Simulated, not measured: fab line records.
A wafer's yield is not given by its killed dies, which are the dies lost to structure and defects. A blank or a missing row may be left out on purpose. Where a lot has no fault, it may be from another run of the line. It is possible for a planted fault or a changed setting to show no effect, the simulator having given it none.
Comparing a struck lot with a sound one / flow n5-finfet / 14 steps out of a route of 1938
Sound: the wafers L339.1, L339.3, L339.6. Struck: wafer L347.5; the same lot's L347.2 was not struck, so it is left out; see the end for the cause.
Per side, at each step with rows, come the tool, then ch with its chambers, and then its first start. Under that, the readings that differ: sound wafers / struck wafers / difference of the means / sigmas: that difference in standard deviations of wafers without a fault.
alike: words and numbers the same on both sides, and readings whose means are apart by under 2 such deviations; not compared: readings that were withheld, readings missing a value for some wafer, numbers with overlapping values and no deviation given by the record, and bounds like >300 which may hide the same value.
A row with sigmas, a row that says differs or no value, or rows on one side alone: a step with any of these is where the two part. When numbers do not overlap yet have no deviation, they are printed without sigmas and do not part them. A reading missing from all wafers of one side parts the sides only when that side holds two or more wafers.

N5_BEOL_M5_OVL_MEAS_29:
  sound on overlay-01 ch 0, day 8 11:32; struck on overlay-02 ch 0, day 11 01:47
  alike: V4_OVL
N5_BEOL_M5_INSPECT_30: inspects for defects (brightfield).
  struck on defect-inspect-01, day 11 01:50; sound on defect-inspect-01, day 8 11:35
  alike: raw-defect-count
N5_BEOL_M5_DESCUM_33: chemistry O2, time 7 s.
  sound on rie-diel-03 ch 0,3, day 8 11:38; struck on rie-diel-04 ch 0, day 11 01:52
reading=oes-product-au (a.u.); sound=0.70 0.73 0.73; struck=0.84; difference=+0.12; sigmas=+2
reading=showerhead-plenum-p-Torr (Torr); sound=2.07 2.07 2.07; struck=2.22; difference=+0.15; sigmas=+3
  alike: chamber-pressure-mTorr, drypump-motor-current-A, rf-vpp-V, throttle-valve-pct
  not compared: rf-hours-counter-h
N5_BEOL_M5_ETCH_75: etches underlayer in N2/H2, target depth 6.5 nm, time 5.2 s.
  sound on rie-diel-03 ch 0,3, day 8 11:40; struck on rie-diel-04 ch 0, day 11 01:55
reading=showerhead-plenum-p-Torr (Torr); sound=2.52 2.51 2.51; struck=2.69; difference=+0.18; sigmas=+3
  alike: chamber-pressure-mTorr, drypump-motor-current-A, etch-rf-on-time-s, oes-product-au, rf-vpp-V, throttle-valve-pct
  not compared: rf-hours-counter-h
then, 6 steps without rows for these wafers: N5_BEOL_M5_ETCH_67 (etches SiARC in CF4, target depth 15.6 nm, time 26 s); N5_BEOL_M5_ETCH_68 (etches SOC in N2/H2, target depth 80 nm, overetch 16 nm, time 120 s); N5_BEOL_M5_STRIP_69 (strips in N2/H2); N5_BEOL_M5_STRIP_76 (strips in N2/H2); N5_BEOL_M5_VIA_ETCH_34 (etches SiCOH lowk in C4F6/O2, target depth 88.3 nm, time 39.2 s); N5_BEOL_M5_STRIP_85 (strips in C4F6/O2).
N5_BEOL_M5_STRIP_36: strips in N2/H2.
  sound on rie-diel-03 ch 0,3, day 8 11:51; struck on rie-diel-04 ch 0, day 11 02:06
reading=oes-product-au (a.u.); sound=0.71 0.73 0.72; struck=0.84; difference=+0.12; sigmas=+2
reading=showerhead-plenum-p-Torr (Torr); sound=2.52 2.51 2.51; struck=2.68; difference=+0.17; sigmas=+3
  alike: chamber-pressure-mTorr, drypump-motor-current-A, rf-vpp-V, throttle-valve-pct
  not compared: rf-hours-counter-h
N5_BEOL_M5_TRENCH_ETCH_37: etches SiCOH lowk in C4F6/O2, target depth 71.652 nm, time 24.7 s.
  sound: rie-diel-03 ch 0,3; struck: rie-diel-04 ch 0
reading=showerhead-plenum-p-Torr (Torr); sound=2.82 2.81 2.81; struck=2.99; difference=+0.18; sigmas=+3
  alike: chamber-pressure-mTorr, drypump-motor-current-A, oes-product-au, rf-vpp-V, throttle-valve-pct
  not compared: rf-hours-counter-h
N5_BEOL_M5_ETCH_41: etches SiCN in CH3F/O2, target depth 31.5 nm, time 56.7 s.
  sound on rie-diel-03 ch 0,3, day 8 11:55; struck on rie-diel-04 ch 0, day 11 02:10
reading=showerhead-plenum-p-Torr (Torr); sound=1.98 1.97 1.97; struck=2.11; difference=+0.14; sigmas=+3
reading=model.etch.depth-nm (nm); sound=21.71 21.73 21.61; struck=18.05; difference=-3.63; sigmas=
  alike: chamber-pressure-mTorr, drypump-motor-current-A, oes-product-au, rf-vpp-V, throttle-valve-pct
  not compared: rf-hours-counter-h
N5_BEOL_M5_STRIP_91: strips in N2/H2, time 10 s.
  sound: rie-diel-03 ch 0,3; struck: rie-diel-04 ch 0
reading=rf-vpp-V (V); sound=58.0 59.2 58.7; struck=60.9; difference=+2.3; sigmas=+2
reading=showerhead-plenum-p-Torr (Torr); sound=2.52 2.51 2.51; struck=2.68; difference=+0.17; sigmas=+3
  alike: chamber-pressure-mTorr, drypump-motor-current-A, oes-product-au, throttle-valve-pct
  not compared: rf-hours-counter-h

WHERE THEY PART
Last at N5_BEOL_M5_STRIP_91 as far as this record goes, first at N5_BEOL_M5_DESCUM_33.

WHY: what the simulator had put in
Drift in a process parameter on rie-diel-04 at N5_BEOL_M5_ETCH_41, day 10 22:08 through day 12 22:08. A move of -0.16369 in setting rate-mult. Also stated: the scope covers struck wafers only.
